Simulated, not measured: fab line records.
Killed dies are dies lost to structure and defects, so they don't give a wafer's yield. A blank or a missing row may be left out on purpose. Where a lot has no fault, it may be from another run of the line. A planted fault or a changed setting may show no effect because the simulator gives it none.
A struck lot beside a sound one || flow n5Finfet || 13 steps out of a route of 1938
Sound: these wafers, L580.1, L580.4, L580.5. Struck: wafers L571.4, L571.5, L571.6. The cause is given at the end.
Each step with rows lists, per side, the tool, then ch with its chambers, then its first start. Under that, the readings that differ: sound wafers || struck wafers || difference of the means || sigmas: that difference in standard deviations of wafers without a fault.
alike: readings whose means differ by less than 2 such deviations, and words and numbers that are the same on both sides. not compared: withheld readings, readings that some wafer has no value for, bounds like >300 that may hide the same value, and numbers for which the record gives no deviation and whose values overlap.
Wherever a step has rows on one side only, a row that says differs or no value, or a row with sigmas, the two part there. When numbers do not overlap yet have no deviation, they are printed without sigmas and do not part them. A reading that every wafer of one side lacks parts them only if that side has two wafers or more.

first, 9 steps without rows for these wafers: N5_BEOL_M0_SAQP_SOFTBAKE_09 (time 60 s); N5_BEOL_M0_SAQP_EXPOSE_11 (exposes mask M0 CORE, target cd 42 nm); N5_BEOL_M0_SAQP_PEB_12 (peb time 60 s); N5_BEOL_M0_SAQP_DEVELOP_13 (develop time 30 s); N5_BEOL_M0_SAQP_DESCUM_19 (chemistry O2, time 7.9 s); N5_BEOL_M0_SAQP_ETCH_83 (etches SiARC in CF4, target depth 39 nm, time 65 s); N5_BEOL_M0_SAQP_ETCH_84 (etches SOC in N2/H2, target depth 100 nm, overetch 20 nm, time 150 s); N5_BEOL_M0_SAQP_STRIP_80 (strips in N2/H2); N5_BEOL_M0_SAQP_HM_OPEN_112 (chemistry CHF3/O2, target SiO2, stops on a-Si, target depth 12 nm, time 13.5 s).
N5_BEOL_M0_SAQP_STRIP_113: strips in CHF3/O2.
  sound on rieDiel-01 ch 0,1,3, day 10 05:00; struck on rieDiel-01 ch 0,2,3, day 7 18:55
{"reading": "model.SiARC_of_BEOL_M0_SAQP_COAT_82.thkNm (nm)", "sound": "0 0 0", "struck": "4.6 5.2 5.6", "difference": "+5.1", "sigmas": ""}
then, 1 step without rows for these wafers: N5_BEOL_M0_SAQP_MANDREL_ETCH_20 (etches a-Si in HBr/Cl2, stops on SiNx, target depth 60 nm, bt time 10 s, time 30 s).
-- the record jumps here: 4 days lie between the struck wafers' starts before and after (it left off in module BEOL_M0_SAQP and takes up again in module BEOL_M4, whose first step shown is number 1111 of the route) --
N5_BEOL_M4_RC_MEAS_101:
  sound on prober-01 ch 0, day 13 16:36; struck on prober-02 ch 0, day 11 21:32
{"reading": "DIBL_P (mV/V)", "sound": "33.0 38.7 36.4", "struck": "40.7 39.5 43.7", "difference": "+5.3", "sigmas": "+2"}
  alike: DIBL_N, IOFF_N, IOFF_P, ION_N, ION_P, SS_N, SS_P, VT_N, VT_P
N5_PASSIVATION_PROBE_49:
  the record holds rows for the sound wafers here (prober-02, day 18 04:50) but none for the struck ones

WHERE THEY PART
Earliest at N5_BEOL_M4_RC_MEAS_101; latest, in this record, at N5_PASSIVATION_PROBE_49.

WHY: what the simulator had put in
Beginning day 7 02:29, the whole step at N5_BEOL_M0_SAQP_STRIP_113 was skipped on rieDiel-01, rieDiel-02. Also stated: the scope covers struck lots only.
